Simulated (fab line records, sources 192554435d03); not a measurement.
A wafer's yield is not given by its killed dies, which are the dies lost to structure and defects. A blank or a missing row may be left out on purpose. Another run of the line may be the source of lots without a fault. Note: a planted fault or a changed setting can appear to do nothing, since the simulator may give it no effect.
fab line records | flow n5Finfet
[record] lots = 4 wafers = 12 lastDay = 18
route steps=1938 shown BEOL_M3@948 BEOL_M4@1111 PASSIVATION@1936
lots that met no fault: taken from a fault-free run of the same line
startH: start of the lot's first displayed wafer, in hours after the record's first day | waitH: time in hours since the lot's previous step | " the same as in the row above | L1.1+2: a single row standing in for several wafers | - value missing, or start not given | * or withheld: withheld | < > ~ a bound
route shown NAME@n: NAME is a module with steps in the file, n the number in the route of the first one | usual: average and standard deviation across the fault-free wafers | same: alike in all rows | chamber/n: place in a boat | sites: readings site by site | _std_site: their standard deviation | _edge_site: outer sites' mean less inner sites' | radiusMm: for every site, how far away it sits from the centre of the wafer | mask NAME#n: copy n | behind: the tool/chamber that last shaped the wafer | hold: the reason the lot was held/the length of the hold in hours/how it ended | device: transistor that didn't switch, given as n, p or np | end of line: tests run on the same wafers once the route is complete | a step given without rows: its recipe and nothing more | killed: dies that structure and defects cost at the first sort, which is not the same as the wafer's yield | map: dies across one wafer; x = killed, . = not, _ = none there
set.NAME: the setting that was run; set.NAME@STEP: the one run at that earlier step | model.NAME: the simulator's own value behind a step, which no gauge read
a table for each step, a row for each wafer; lots at some steps of the route
services: the hour from which a tool's chamber was out of use, counted from the record's first day as startH (under 0 if before that day), plus the number of hours and why
[[steps]]
[step N5_BEOL_M3_ETCH_74]
[recipe] chemistry = N2/H2 target = underlayer targetDepthA = 65 maskMaterial = CAR-EUV timeS = 5.2 ionEnergyEv = 200 pressureMtorr = 30 sourceW = 840 biasW = 150 n2FlowSccm = 200 h2FlowSccm = 200 ends = cleared
[step N5_BEOL_M3_ETCH_63]
[recipe] chemistry = CF4 target = SiARC targetDepthA = 156 maskMaterial = CAR-EUV timeS = 26 ionEnergyEv = 80 pressureMtorr = 40 sourceW = 545 biasW = 36 Ar_flow_sccm = 100 cf4FlowSccm = 100 ends = cleared
[step N5_BEOL_M3_ETCH_64]
[recipe] chemistry = N2/H2 target = SOC targetDepthA = 750 overetchA = 150 maskMaterial = SiARC tempC = 40 timeS = 112.5 ionEnergyEv = 200 pressureMtorr = 30 sourceW = 840 biasW = 150 n2FlowSccm = 200 h2FlowSccm = 200
[step N5_BEOL_M3_STRIP_65]
[recipe] chemistry = N2/H2 tempC = 40 n2FlowSccm = 200 h2FlowSccm = 200 rfFrequencyHz = 6e+07
[step N5_BEOL_M3_STRIP_75]
[recipe] chemistry = N2/H2 tempC = 40 n2FlowSccm = 200 h2FlowSccm = 200 rfFrequencyHz = 6e+07
[step N5_BEOL_M3_STRIP_66]
[recipe] chemistry = CF4 resist = SiARC powerW = 300 biasPowerW = 75 pressureMtorr = 50 cf4FlowSccm = 150 rfFrequencyHz = 6e+07
[step N5_BEOL_M3_HM_OPEN_17]
[recipe] chemistry = Cl2/BCl3 targetDepthA = 200 overetchA = 60 target = TiN maskMaterial = SOC ionEnergyEv = 150 pressureMtorr = 10 icpW = 1000 biasW = 126 Cl2_flow_sccm = 53.25 bcl3FlowSccm = 21.75 Ar_flow_sccm = 25
[step N5_BEOL_M3_STRIP_19]
[recipe] chemistry = O2 powerW = 400 tempC = 40 pressureMtorr = 30 rfFrequencyHz = 6e+07 biasPowerW = 0 overashFraction = 0.2 o2FlowSccm = 225
[step N5_BEOL_M3_COAT_67]
[recipe] resist = SOC tempC = 250 timeS = 60 spinRpm = 1500 resistThkNm = 60
[step N5_BEOL_M3_COAT_68]
[recipe] resist = SiARC tempC = 220 timeS = 60 spinRpm = 1500 resistThkNm = 12
[step N5_BEOL_M3_COAT_76]
[recipe] resist = underlayer tempC = 205 timeS = 60 spinRpm = 1500 resistThkNm = 5
[step N5_BEOL_M3_COAT_22]
[recipe] resist = CAR-EUV spinRpm = 1500 resistThkNm = 30
[usual] exhaustPa = 44.8/0.84 spinSpeedRpm = 1500.2/1.1
// columns lot.wafer tool chamber startH waitH exhaustPa spinSpeedRpm model.CAR-EUV_of_BEOL_M3_COAT_22.thkNm
L348.1 lithoTrack-02 0 178.91 - 45.7 1498.4 30
L348.2 " 0 " " 47.5 1499.2 29.8
L348.5 " 0 " " 47.0 1499.4 30
L356.2 lithoTrack-04 0 240.19 - 43.7 1500.7 30.2
L356.3 " 0 " " 44.6 1500.1 30
L356.4 " 0 " " 45.6 1502.7 30
L363.3 lithoTrack-04 0 274.96 - 45.8 1166.2 34.2
L363.5 " 0 " " 45.3 1167.0 34.2
L363.6 " 0 " " 46.3 1168.3 34
L365.4 lithoTrack-04 0 287.15 - 44.8 1165.1 34
L365.5 " 0 " " 44.6 1164.7 34.2
L365.6 " 0 " " 45.5 1166.1 34
[step N5_BEOL_M3_EBR_24]
[recipe] solvent = PGMEA ebrWidthMm = 1.5
[step N5_BEOL_M3_SOFTBAKE_23]
[recipe] tempC = 110 timeS = 60 resist = CAR-EUV
[step N5_BEOL_M3_EXPOSE_25]
[recipe] maskId = V2 na = 0.33 sourceShape = quasar sigmaInner = 0.2 sigmaOuter = 0.8 polarization = unpolarized defocusNm = 5 doseMj = 63
[step N5_BEOL_M3_PEB_26]
[recipe] pebTempC = 100 pebTimeS = 60 resist = CAR-EUV
[step N5_BEOL_M3_DEVELOP_27]
[recipe] developTimeS = 30 developer = TMAH resist = CAR-EUV rinseLiquid = surfactantRinse dry = airSpin devTempC = 23
[step N5_BEOL_M3_DESCUM_33]
[recipe] chemistry = O2 timeS = 7 sourcePowerW = 50 biasPowerW = 20 pressureMtorr = 20 rfFrequencyHz = 2.712e+07 tempC = 40 resist = CAR-EUV o2FlowSccm = 225
[usual] drypumpMotorCurrentA = 5.54/0.29 oesProductAu = 0.77/0.068 rfFwdPowerW = 49.40/0.19 rfVppV = 242.8/1.4 showerheadPlenumPTorr = 2.08/0.073 throttleValvePct = 20.36/0.25
// columns lot.wafer tool chamber startH waitH drypumpMotorCurrentA oesProductAu rfFwdPowerW rfHoursCounterH rfVppV showerheadPlenumPTorr throttleValvePct model.CAR-EUV_of_BEOL_M3_COAT_22.thkNm
L348.1 rieDiel-01 3 179.43 0.0 5.66 0.77 49.63 127 241.2 2.01 20.04 26
L348.2 " 1 " " 5.61 0.72 49.57 209 243.8 2.16 20.47 26
L348.5 " 1 " " 5.56 0.72 49.72 - 246.1 2.16 20.49 26
L356.2 rieDiel-01 3 240.74 0.0 5.66 0.76 49.51 148 241.9 2.01 20.09 26.2
L356.3 " 1 " " 5.61 0.71 49.43 231 244.9 2.15 20.49 26
L356.4 " 0 " " 5.07 0.82 49.47 88 241.9 2.12 20.64 26
L363.3 rieDiel-03 2 275.48 0.0 5.35 0.71 49.64 195 243.0 2.08 20.94 30.2
L363.5 " 1 " " 5.23 0.76 49.46 - 239.2 1.91 20.18 30.2
L363.6 " 2 " " 5.29 0.71 49.78 - 244.6 2.08 20.96 30.2
L365.4 rieDiel-01 3 287.69 0.0 5.63 0.74 49.49 - 241.6 2.00 20.12 30.2
L365.5 " 1 " " 5.56 0.69 49.66 - 244.3 2.15 20.54 30.2
L365.6 " 2 " " 5.69 0.70 49.70 - 242.6 2.06 20.62 30.2
[step N5_BEOL_M3_ETCH_77]
[recipe] chemistry = N2/H2 target = underlayer targetDepthA = 65 maskMaterial = CAR-EUV timeS = 5.2 ionEnergyEv = 200 pressureMtorr = 30 sourceW = 840 biasW = 150 n2FlowSccm = 200 h2FlowSccm = 200 ends = cleared
[step N5_BEOL_M4_RC_MEAS_101]
[usual] DIBL_N = 35.9/1.3 DIBL_P = 35.9/1.5 IOFF_N = 0.152/0.023 IOFF_P = 0.204/0.027 ION_N = 673/9.2 ION_P = 462/6.7 SS_N = 71.4/0.48 SS_P = 73.2/0.55 VT_N = 250.3/2.6 VT_P = -250.6/3
// columns lot.wafer tool chamber startH waitH DIBL_N[mV/V] DIBL_P[mV/V] IOFF_N[nA/um] IOFF_P[nA/um] ION_N[uA/um] ION_P[uA/um] SS_N[mV/dec] SS_P[mV/dec] VT_N[mV] VT_P[mV]
L348.1 prober-01 0 208.44 0.0 33.9 33.4 0.111 0.167 667 465 70.2 72.2 252.3 -254.0
L348.2 " 0 " " 35.6 35.4 0.142 0.194 664 458 71.1 73.6 251.6 -250.2
L348.5 " 0 " " 36.7 37.1 0.156 0.220 678 470 71.8 73.6 248.0 -251.2
L356.2 prober-02 0 275.04 0.2 35.7 33.3 0.133 0.219 680 472 71.2 73.0 253.4 -245.7
L356.3 " 0 " " 35.6 33.3 0.134 0.215 659 466 71.0 72.8 252.2 -245.3
L356.4 " 0 " " 36.3 33.2 0.138 0.212 673 469 71.9 72.6 252.2 -245.2
L363.3 prober-02 0 305.78 0.3 35.8 36.8 0.156 0.192 682 466 71.3 73.1 251.0 -251.5
L363.5 " 0 " " 36.3 36.9 0.171 0.197 675 458 71.6 73.2 247.3 -253.1
L363.6 " 0 " " 36.4 37.0 0.172 0.190 680 464 71.6 73.4 247.0 -253.9
L365.4 prober-01 0 332.40 0.5 36.9 34.6 0.139 0.201 657 458 71.7 73.5 253.3 -251.9
L365.5 " 0 " " 36.5 35.2 0.141 0.211 654 458 71.0 73.9 253.8 -252.1
L365.6 " 0 " " 38.6 37.2 0.187 0.241 672 462 71.9 74.0 249.5 -250.9
[step N5_PASSIVATION_PROBE_49]
[usual] defectLimitedYield = 91.0/1.5 killed_at_M0_to_M3 = 37/12 killed_at_M4_up = 13/5 killedAtContacts = 13/6.1 killedAtFrontEnd = 39/11 killedAtOther = 4/3.2 killedDies = 106/17 killedOnRim = 13/4.2 killedOpen = 69/12 killedShort = 35/7.9 sort_bin_5_function = 5.3/1 sort_bin_6_memory = 3.3/0.68 sortNPass = 1074/17 sortYieldPct = 91.0/1.5
[same] grossDies = 1180 killedAtBackSide = 0 sort_bin_4_leakage[%] = 0 sort_bin_8_speed[%] = 0
// columns lot.wafer tool chamber startH waitH defectLimitedYield[%] killed_at_M0_to_M3 killed_at_M4_up killedAtContacts killedAtFrontEnd killedAtOther killedDies killedOnRim killedOpen killedShort sort_bin_5_function[%] sort_bin_6_memory[%] sortNPass sortYieldPct[%]
L348.1 prober-01 - 307.37 0.0 91.3 39 13 10 31 10 103 13 65 32 5.7 2.8 1077 91.3
// killed by level:class
L348.1 STI_FIN_REVEAL:geometricParticle:open=11 BEOL_M0_SAQP:geometricParticle:open=10 MOL_CONTACT_COAG:geometricParticle:open=9 BEOL_M0_SAQP:geometricParticle:short=7 BEOL_M1:geometricParticle:open=6 GATE_CUT:geometricParticle:short=5 BEOL_M3:geometricParticle:open=4 BEOL_M4:geometricParticle:open=4
[[services]]
// columns tool chamber startH hours kind
lithoTrack-02 - 164.78 - consumableReplace:filter
rieDiel-03 1 174.66 6.3 repair
lithoTrack-02 - 183.85 - consumableReplace:filter
rieDiel-01 0 210.39 10.2 repair
rieDiel-03 2 241.27 5.7 repair
rieDiel-03 3 244.60 9.1 repair
rieDiel-03 3 274.20 - clean
rieDiel-03 3 274.20 - consumableReplace:focusRing
rieDiel-03 3 274.20 15.2 scheduledDown
rieDiel-03 3 274.20 15.2 ventCycle
rieDiel-01 0 275.92 17.7 repair
[[key]]
[firstSign] step = N5_BEOL_M3_COAT_22 reading = spinSpeedRpm direction = down sigmas = 99+ usual = * struck = *
effect none on later readings
[modelEffect] step = N5_BEOL_M3_COAT_22 value = CAR-EUV_of_BEOL_M3_COAT_22.thkNm without = 30.07 struck = 34.1
[modelEffect] step = N5_BEOL_M3_DESCUM_33 value = CAR-EUV_of_BEOL_M3_COAT_22.thkNm without = 26.13 struck = 30.2
metAt N5_BEOL_M3_COAT_22
struckWafers L363.3,L363.5,L363.6,L365.4,L365.5,L365.6
onsetBetween 240.19 274.96
[fault] kind = processParameterDrift tool = lithoTrack-04 chamber = - onsetH = 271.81 steps = N5_BEOL_M3_COAT_22 channel = spinRpm offset = * shape = step endH = 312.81 actsIn = * stated = *
